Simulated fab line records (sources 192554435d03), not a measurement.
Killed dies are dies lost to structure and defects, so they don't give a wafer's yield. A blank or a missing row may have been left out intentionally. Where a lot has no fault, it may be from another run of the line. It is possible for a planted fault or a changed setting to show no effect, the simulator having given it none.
The tool behind it: which one?    flow n5-finfet    10 lots with 30 wafers sampled at 5 steps, on a route of 1938 steps

## WHAT THE GAUGES SHOWED, per wafer
N5_HKMG_FIN_OVL_MEAS_13. Usual: NWFM_OVL 0.4 nm, standard deviation 0.59.
lot   measured      on          NWFM_OVL (nm)   flag
L349  day 4 03:13   overlay-02  0.0 -0.2 0.3    
L352  day 4 22:09   overlay-01  1.0 1.2 1.9     
L353  day 5 03:41   overlay-02  0.4 -0.6 1.1    
L354  day 5 10:44   overlay-01  0.2 -0.1 0.0    
L355  day 5 16:36   overlay-01  0.6 1.3 0.9     
L356  day 5 21:20   overlay-01  0.3 0.7 0.5     
L364  day 7 22:04   overlay-01  0.3 0.7 0.8     
L369  day 9 15:59   overlay-02  0.8 0.9 0.9     
L371  day 10 02:42  overlay-01  -0.1 0.7 0.3    
L372  day 10 03:43  overlay-01  -1.3 -0.3 -0.5  

N5_BEOL_M4_RC_MEAS_101. Usual: DIBL_N 36.6 mV/V, standard deviation 1.3; DIBL_P 36.4 mV/V, standard deviation 1.4; IOFF_N 0.167 nA/um, standard deviation 0.023; IOFF_P 0.219 nA/um, standard deviation 0.029; ION_N 678 uA/um, standard deviation 8.7; ION_P 464 uA/um, standard deviation 6.4; SS_N 71.5 mV/dec, standard deviation 0.53; SS_P 73.4 mV/dec, standard deviation 0.57; VT_N 248.5 mV, standard deviation 2.8; VT_P -249 mV, standard deviation 3.1.
lot   measured      on         DIBL_N (mV/V)   DIBL_P (mV/V)   IOFF_N (nA/um)     IOFF_P (nA/um)     ION_N (uA/um)  ION_P (uA/um)  SS_N (mV/dec)   SS_P (mV/dec)   VT_N (mV)          VT_P (mV)       flag
L349  day 8 17:11   prober-01  37.4 37.8 36.8  37.4 37.4 36.8  0.195 0.193 0.171  0.237 0.224 0.216  697 690 683    467 465 465    72.2 70.9 71.2  73.3 72.9 73.5  243.2 245.4 248.1  -248 -249 -250  
L355  day 10 10:31  prober-02  39.2 37.6 38.4  38.2 36.8 37.3  0.191 0.175 0.176  0.240 0.219 0.224  684 681 684    465 464 466    72.3 72.0 72.6  73.7 72.9 73.1  248.0 247.0 248.2  -246 -248 -246  
L356  day 10 17:10  prober-01  36.8 36.2 35.3  37.2 36.7 35.4  0.144 0.149 0.128  0.192 0.185 0.163  676 678 675    460 460 452    71.5 71.3 71.1  73.0 73.2 72.7  251.5 251.0 253.6  -252 -256 -255  
L364  day 13 08:50  prober-02  37.3 38.8 37.2  36.1 38.8 35.9  0.187 0.219 0.182  0.241 0.290 0.238  675 681 669    464 468 459    72.4 72.3 72.7  73.5 75.0 73.2  248.6 245.4 246.7  -245 -244 -246  
L369  day 14 22:31  prober-01  39.3 37.9 37.2  37.6 37.0 36.2  0.193 0.165 0.149  0.207 0.200 0.180  689 679 672    461 466 456    71.7 71.7 71.6  74.3 73.7 73.5  245.8 249.2 252.1  -252 -253 -255  
L371  day 15 22:28  prober-01  38.3 37.2 37.2  39.0 36.4 36.5  0.231 0.193 0.188  0.281 0.235 0.234  704 689 690    477 468 468    71.8 71.3 71.6  74.7 74.4 73.3  242.5 245.3 245.2  -245 -249 -250  
L372  day 15 15:25  prober-02  36.2 36.1 35.8  37.2 36.6 36.3  0.160 0.153 0.151  0.197 0.182 0.179  679 676 679    461 457 460    71.8 71.3 70.9  72.2 72.6 72.6  248.6 251.2 250.6  -252 -250 -252  

## WHAT TOOL EACH LOT RAN ON (gives the tool, then ch and the chambers of the sampled wafers, and finally the start)
lot   N5_HKMG_FIN_STRIP_19                  N5_HKMG_FIN_STRIP_69                  N5_HKMG_FIN_ALD_21
L349  plasma-asher-01 ch 1, day 4 03:52     plasma-asher-02 ch 0,1, day 4 06:04   ald-metal-03 ch 0,1,3, day 4 06:28
L352  plasma-asher-02 ch 0,1, day 4 22:52   plasma-asher-02 ch 0,1, day 5 01:08   ald-metal-01 ch 0,1,3, day 5 01:31
L353  plasma-asher-02 ch 0,1, day 5 04:21   plasma-asher-02 ch 0,1, day 5 06:30   ald-metal-03 ch 1,2, day 5 06:53
L354  plasma-asher-01 ch 1, day 5 11:23     plasma-asher-01 ch 0, day 5 13:32     ald-metal-03 ch 0,1,2, day 5 13:55
L355  plasma-asher-01 ch 0,1, day 5 17:16   plasma-asher-02 ch 0,1, day 5 19:29   ald-metal-02 ch 0,2,3, day 5 19:52
L356  plasma-asher-02 ch 0,1, day 5 21:59   plasma-asher-02 ch 0,1, day 6 00:26   ald-metal-02 ch 1,2, day 6 00:49
L364  plasma-asher-01 ch 0,1, day 7 22:53   plasma-asher-01 ch 0,1, day 8 01:21   ald-metal-02 ch 0,2, day 8 01:44
L369  plasma-asher-02 ch 0,1, day 9 16:38   plasma-asher-01 ch 0,1, day 9 18:47   ald-metal-03 ch 0,1,2, day 9 19:11
L371  plasma-asher-02 ch 0,1, day 10 03:22  plasma-asher-02 ch 0,1, day 10 05:34  ald-metal-01 ch 2,3, day 10 05:56
L372  plasma-asher-02 ch 0,1, day 10 04:35  plasma-asher-01 ch 0,1, day 10 06:44  ald-metal-01 ch 0,1,3, day 10 07:08
- N5_HKMG_FIN_STRIP_19: strips in N2/H2, time 360 s.
- N5_HKMG_FIN_STRIP_69: strips in N2/H2, time 360 s.
- N5_HKMG_FIN_ALD_21: deposits TiN, target thk 1.5 nm, pulse time 1 s, purge time 3 s.

## AS READ BY THE TOOLS THEMSELVES (means over the sampled wafers that have a number; for cases with no such wafer, the mark the record gives instead)
N5_HKMG_FIN_STRIP_19. Usual: drypump-motor-current-A 5.75 A, standard deviation 0.099; h2-flow-sccm 3250 sccm, standard deviation 8.7; heater-power-w 478 W, standard deviation 30.
lot   tool             drypump-motor-current-A (A)  h2-flow-sccm (sccm)  heater-power-w (W)  flag
L349  plasma-asher-01  5.74                         3255                 475                 
L352  plasma-asher-02  5.86                         3249                 462                 
L353  plasma-asher-02  5.86                         3252                 458                 
L354  plasma-asher-01  5.73                         3250                 484                 
L355  plasma-asher-01  5.68                         3242                 488                 
L356  plasma-asher-02  5.79                         3253                 438                 
L364  plasma-asher-01  5.69                         3248                 483                 
L369  plasma-asher-02  5.81                         3252                 448                 
L371  plasma-asher-02  5.81                         3255                 443                 
L372  plasma-asher-02  5.87                         3246                 471                 

N5_HKMG_FIN_STRIP_69. Usual: drypump-motor-current-A 5.77 A, standard deviation 0.11; h2-flow-sccm 3250 sccm, standard deviation 9.5; heater-power-w 474 W, standard deviation 32.
lot   tool             drypump-motor-current-A (A)  h2-flow-sccm (sccm)  heater-power-w (W)  flag
L349  plasma-asher-02  5.89                         3247                 457                 
L352  plasma-asher-02  -                            -                    -                   OFF
L353  plasma-asher-02  -                            -                    -                   OFF
L354  plasma-asher-01  -                            -                    -                   OFF
L355  plasma-asher-02  5.80                         3254                 444                 
L356  plasma-asher-02  5.87                         3248                 462                 
L364  plasma-asher-01  5.68                         3255                 496                 
L369  plasma-asher-01  5.71                         3254                 495                 
L371  plasma-asher-02  5.87                         3242                 466                 
L372  plasma-asher-01  5.71                         3257                 485                 

N5_HKMG_FIN_ALD_21. Usual: heater-power-w 879 W, standard deviation 87; precursor-pulse-height-rel 1.001, standard deviation 0.019.
lot   tool          heater-power-w (W)  precursor-pulse-height-rel  flag
L349  ald-metal-03  848                 0.990                       
L352  ald-metal-01  847                 1.006                       
L353  ald-metal-03  834                 0.991                       
L354  ald-metal-03  864                 0.993                       
L355  ald-metal-02  908                 0.977                       
L356  ald-metal-02  929                 1.015                       
L364  ald-metal-02  937                 1.003                       
L369  ald-metal-03  888                 0.994                       
L371  ald-metal-01  867                 1.004                       
L372  ald-metal-01  874                 0.991                       

## THE ANSWER, worked out from the rows above alone
Rule: a lot counts as off when the mean over its wafers that have a number is more than 3 standard deviations away from the usual mean. A lot without any number at a reading at which 4 lots or more have one is off too. Any other lot the step has rows for is counted as sound. First the gauges in route order, then the tools' own readings, where a lot's mean is used as printed above. The first step at which some lot is off is used, and at that step the reading that is off furthest; a lot without a number counts as furthest.
Off: L352, L353, L354 (N5_HKMG_FIN_STRIP_69, drypump-motor-current-A). Without a number there: L352, L353, L354.
A tool fits if, at that step or a process step before it, it ran every lot that is off, and no sound lot after the first of them. No candidate that was tried fits.

## WHAT HAD BEEN PUT IN BY THE SIMULATOR
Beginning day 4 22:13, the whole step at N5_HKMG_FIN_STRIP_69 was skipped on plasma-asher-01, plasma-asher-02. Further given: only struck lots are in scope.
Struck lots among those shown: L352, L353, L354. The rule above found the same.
